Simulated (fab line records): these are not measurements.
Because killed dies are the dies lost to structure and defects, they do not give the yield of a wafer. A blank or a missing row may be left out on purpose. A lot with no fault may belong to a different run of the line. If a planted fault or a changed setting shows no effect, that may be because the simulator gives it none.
A struck lot beside a sound one | flow n5-finfet | 37 out of 1938 route steps
Sound: these wafers, L527.2, L527.3, L527.4. Struck: wafers L514.1, L514.2, L514.6. The cause is given at the end.
Each step with rows lists, per side, the tool, then ch with its chambers, then its first start. Under that, the readings that differ: sound wafers | struck wafers | difference of the means | sigmas: that difference in standard deviations of wafers without a fault.
alike: a reading whose means differ by less than 2 such deviations, as well as words and numbers matching on both sides. not compared: withheld readings; readings where some wafer has no value; bounds like >300 that might hide an equal value; numbers whose values overlap and for which the record gives no deviation.
Wherever a step has rows on one side only, a row that says differs or no value, or a row with sigmas, the two part there. When numbers do not overlap yet have no deviation, they are printed without sigmas and do not part them. A reading missing from all wafers of one side parts the sides only when that side holds two or more wafers.

first, 9 steps without rows for these wafers: N5_WELL_APT_COAT_19 (resist thk 950 nm); N5_WELL_APT_EBR_21; N5_WELL_APT_SOFTBAKE_20 (time 60 s); N5_WELL_APT_EXPOSE_22 (exposes mask PWELL, defocus 0 nm, target cd 200 nm); N5_WELL_APT_PEB_23 (peb time 90 s); N5_WELL_APT_DEVELOP_24 (develop time 45 s); N5_WELL_APT_HARDBAKE_29 (time 120 s); N5_WELL_APT_DESCUM_30 (chemistry O2, time 7.9 s); N5_WELL_APT_IMPLANT_31.
N5_WELL_APT_IMPLANT_32:
  sound on implanter-02 ch 0, day 6 15:31; struck on implanter-02 ch 0, day 3 09:20
  reading            | sound                            | struck                           | difference  | sigmas
  dose-ions-cm2      | 2.0005e+13 1.9968e+13 2.0009e+13 | 2.3488e+13 2.3505e+13 2.3509e+13 | +3.5067e+12 | +99 or more
  faraday-current-uA | 261 258 256                      | 282 293 304                      | +35         | +7
then, 25 steps without rows for these wafers: N5_WELL_APT_STRIP_33 (strips in SPM, time 900 s); N5_WELL_APT_RTA_34 (time 10 s); N5_WELL_APT_OXIDE_STRIP_42 (strips SiO2 in dHF, time 45 s, target depth 12 nm); N5_WELL_APT_PRECLEAN_36 (cleans in O3/DIW, time 45 s); N5_WELL_APT_PRECLEAN_39 (cleans in dHF, time 60 s); N5_WELL_APT_SRD_37 (time 30 s); N5_WELL_APT_EPI_41 (deposits Si from SiH4/H2, target thk 50 nm, time 297.7 s); N5_PMOS_HMC_CHANNEL_EPI_HM_DEP_34 (deposits SiO2 from TEOS/O2, target thk 36 nm, time 6.9 s); N5_PMOS_HMC_CHANNEL_EPI_COAT_31 (time 60 s, resist thk 66 nm); N5_PMOS_HMC_CHANNEL_EPI_COAT_03 (resist thk 205 nm); N5_PMOS_HMC_CHANNEL_EPI_EBR_05; N5_PMOS_HMC_CHANNEL_EPI_SOFTBAKE_04 (time 60 s); N5_PMOS_HMC_CHANNEL_EPI_EXPOSE_06 (exposes mask PMOS HMC BLK, target cd 240 nm); N5_PMOS_HMC_CHANNEL_EPI_PEB_07 (peb time 60 s); N5_PMOS_HMC_CHANNEL_EPI_DEVELOP_08 (develop time 30 s); N5_PMOS_HMC_CHANNEL_EPI_DESCUM_14 (chemistry O2, time 7.9 s); N5_PMOS_HMC_CHANNEL_EPI_ETCH_32 (etches BARC in N2/H2, stops on SiO2, target depth 85.8 nm, time 50.3 s); N5_PMOS_HMC_CHANNEL_EPI_HM_OPEN_15 (chemistry CHF3/O2, target SiO2, target depth 40.6 nm, time 20.3 s); N5_PMOS_HMC_CHANNEL_EPI_STRIP_33 (strips in N2/H2); N5_PMOS_HMC_CHANNEL_EPI_STRIP_17 (strips in SPM, time 750 s); N5_PMOS_HMC_CHANNEL_EPI_ETCH_38 (etches SiO2 in CF4, target depth 1.5 nm); N5_PMOS_HMC_CHANNEL_EPI_FIN_RECESS_16 (chemistry HBr/Cl2, target Si, target depth 54 nm, time 18 s); N5_PMOS_HMC_CHANNEL_EPI_PRECLEAN_36 (cleans in O3/DIW, time 45 s); N5_PMOS_HMC_CHANNEL_EPI_PRECLEAN_18 (cleans in DHF, time 30 s); N5_PMOS_HMC_CHANNEL_EPI_SRD_19 (time 30 s).
-- the record jumps here: 7 days lie between the struck wafers' starts before and after (it left off in module PMOS_HMC_CHANNEL_EPI and takes up again in module BEOL_M4, whose first step shown is number 1111 of the route) --
N5_BEOL_M4_RC_MEAS_101:
  sound on prober-01 ch 0, day 13 12:42; struck on prober-02 ch 0, day 10 08:08
  reading | sound          | struck         | difference | sigmas
  CJ_N    | 4.40 4.38 4.48 | 4.81 4.78 4.81 | +0.38      | +4
  alike: DIBL_N, DIBL_P, IOFF_N, IOFF_P, ION_N, ION_P, SS_N, SS_P, VT_N, VT_P
N5_PASSIVATION_PROBE_49:
  the record holds rows for the sound wafers here (prober-01, day 18 10:49) but none for the struck ones

== WHERE THEY PART ==
Last at N5_PASSIVATION_PROBE_49 as far as this record goes, first at N5_WELL_APT_IMPLANT_32.

WHY: what had been put in by the simulator
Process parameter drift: implanter-02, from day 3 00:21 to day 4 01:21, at N5_WELL_APT_IMPLANT_32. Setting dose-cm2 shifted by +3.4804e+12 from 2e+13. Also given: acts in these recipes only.
